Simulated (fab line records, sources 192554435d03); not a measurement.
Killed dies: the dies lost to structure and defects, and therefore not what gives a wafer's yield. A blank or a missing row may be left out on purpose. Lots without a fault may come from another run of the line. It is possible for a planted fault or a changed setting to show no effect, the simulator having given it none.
One fault seen from 3 desks -- flow n5 finfet -- every desk sees just its own numbers, and what lay behind them comes last

THE DEFECT DESK
Counts from the inspections along the route, per lot, as means over the sampled wafers that have a number. A lot is out of limits, marked OUT, if its mean lies more than 4 standard deviations from the usual mean; the brackets give that distance.
Columns: A = raw defect count at N5_BEOL_M12_INSPECT_12, usual 2.2
lot,first seen here,A
L892,day 12 16:15,2.0
L894,day 13 00:49,3.0
L902,day 16 09:24,3.0
L901,day 16 11:37,2.3
L904,day 16 16:28,2.0
L907,day 17 11:44,2.3
L909,day 18 07:21,0.7
This desk found nothing out of limits on any of the 7 lots.

FROM THE METROLOGY DESK
Means of the sampled wafers that have a number, per lot and without regard to the tool the lot ran on: this is what the gauges read. A lot is out of limits, marked OUT, if its mean lies more than 4 standard deviations from the usual mean; the brackets give that distance.
Columns: A = cd nm at N5_BEOL_M12_CD_MEAS_10, usual 139.8 nm; B = V11_OVL at N5_BEOL_M12_OVL_MEAS_11, usual 4 nm; C = cd nm at N5_BEOL_M12_CD_MEAS_17, usual 139.9 nm
lot,first seen here,A,B,C
L892,day 12 16:12,140.5,7,141.1
L894,day 13 00:45,140.3,10,140.0
L902,day 16 09:21,138.0,4,137.3
L901,day 16 11:34,139.2,7,139.1
L904,day 16 16:25,138.7,-3,138.9
L907,day 17 11:41,139.4,5,139.5
L909,day 18 07:18,140.3,8,140.8
This desk found nothing out of limits on any of the 7 lots.

THE TOOL OWNER'S DESK: litho track-03
The tool's own readings at N5_BEOL_M12_COAT_65 (time 60 s, resist thk 300 nm): means of the sampled wafers that have a number, for each lot that ran on this tool. A lot is out of limits, marked OUT, if its mean lies more than 4 standard deviations from the usual mean; the brackets give that distance.
Columns: A = heater power total W at N5_BEOL_M12_COAT_65, usual 500.4 W; B = plate temp C at N5_BEOL_M12_COAT_65, usual 250.04 C; C = spin speed rpm at N5_BEOL_M12_COAT_65, usual 1499.9 rpm
lot,first seen here,A,B,C
L894,day 13 01:25,499.8,250.00,1499.1
L902,day 16 09:58,499.6,249.79,1766.2 (+99 or more) OUT
L901,day 16 12:11,500.5,250.13,1765.0 (+99 or more) OUT
L904,day 16 17:02,501.3,250.08,1764.1 (+99 or more) OUT
This desk's finding: out of limits on L901, L902, L904; first on L902, day 16 09:58 (spin speed rpm at N5_BEOL_M12_COAT_65). L894: within limits.

ALL TOGETHER
On L901, L902, L904, at day 16 09:58, an alarm was possible from the tool owner's desk.
Nothing out of limits was seen by the defect desk.
Nothing out of limits was seen by the metrology desk.
The defect desk has L901, L902, L904 on record, within its limits.
The metrology desk has L901, L902, L904 on record, within its limits.
Of the lots named, all ran N5_BEOL_M12_COAT_65 on litho track-03.

WHAT THE SIMULATOR HAD PUT IN
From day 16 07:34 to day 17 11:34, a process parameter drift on litho track-03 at N5_BEOL_M12_COAT_65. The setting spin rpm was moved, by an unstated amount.
Shown lots that were struck: L901, L902, L904.
Time in hours from fault onset to the first out-of-limits reading at each desk: the tool owner's desk, 2.
